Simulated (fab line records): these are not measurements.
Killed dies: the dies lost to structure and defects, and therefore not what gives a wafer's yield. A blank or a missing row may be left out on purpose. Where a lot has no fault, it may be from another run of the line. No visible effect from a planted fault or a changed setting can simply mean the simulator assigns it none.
Matching of chambers	flow nand-harc	rie-diel-05 running NHARC_P_GATE_STRIP_101: 4 sister chambers
The step strips in O2, time 20 s. 16 wafers are shown with their chamber, then 8 later ones without.

== WAFERS WITH THEIR CHAMBER ==
wafer	chamber	showerhead-plenum-p-Torr (Torr)	drypump-motor-current-A (A)	rf-vpp-V (V)
L665.2	0	3.48	5.5	57.0
L665.3	2	3.78	6.1	58.2
L665.6	0	3.48	5.5	57.3
L666.4	1	3.61	6.5	59.1
L666.5	3	3.50	5.6	56.9
L666.6	0	3.48	5.5	56.9
L667.3	1	3.61	6.6	57.5
L667.4	3	3.50	5.5	57.9
L667.6	3	3.50	5.5	57.8
L670.2	1	3.61	6.5	58.8
L670.3	2	3.77	6.1	59.0
L670.5	2	3.77	6.1	59.0
L677.2	2	3.77	6.1	58.7
L677.4	3	3.50	5.6	57.3
L677.5	2	3.77	6.2	59.4
L678.1	1	3.60	6.6	58.3

SIGNATURES (averages over the wafers above)
reading	chamber 0	chamber 1	chamber 2	chamber 3	scatter within a chamber
showerhead-plenum-p-Torr	3.4800	3.6075	3.7720	3.5000	0.00359
drypump-motor-current-A	5.500	6.550	6.120	5.550	0.0483
rf-vpp-V	57.067	58.425	58.860	57.475	0.499
Rule: for each reading, subtract the chamber's mean from the wafer's reading, divide by that reading's scatter and square the result; add these up over the readings and take the root, which gives the wafer's distance from the chamber. If the next closest chamber is less than 2 further off than the closest, the wafer can't be placed; otherwise it belongs to the closest. The scatter: the root of (the sum of the squares of (reading less its chamber's mean) over the shown wafers, divided by (wafers less chambers)).

== WAFERS WITHOUT THEIR CHAMBER ==
wafer	showerhead-plenum-p-Torr (Torr)	drypump-motor-current-A (A)	rf-vpp-V (V)
L678.3	3.47	5.5	56.8
L678.6	3.61	6.6	57.3
L679.1	3.47	5.5	57.7
L679.3	3.77	6.1	59.4
L679.4	3.60	6.6	59.0
L680.2	3.47	5.5	58.8
L680.3	3.77	6.1	56.8
L680.5	3.50	5.6	59.2

== WHICH CHAMBER EACH ONE RAN IN ==
wafer	from the rows above	in truth
L678.3	0	0
L678.6	1	1
L679.1	0	0
L679.3	2	2
L679.4	1	1
L680.2	0	0
L680.3	2	2
L680.5	3	3
8 of 8 placed correctly. Can't be placed from these rows: 0. Wrongly placed: 0.
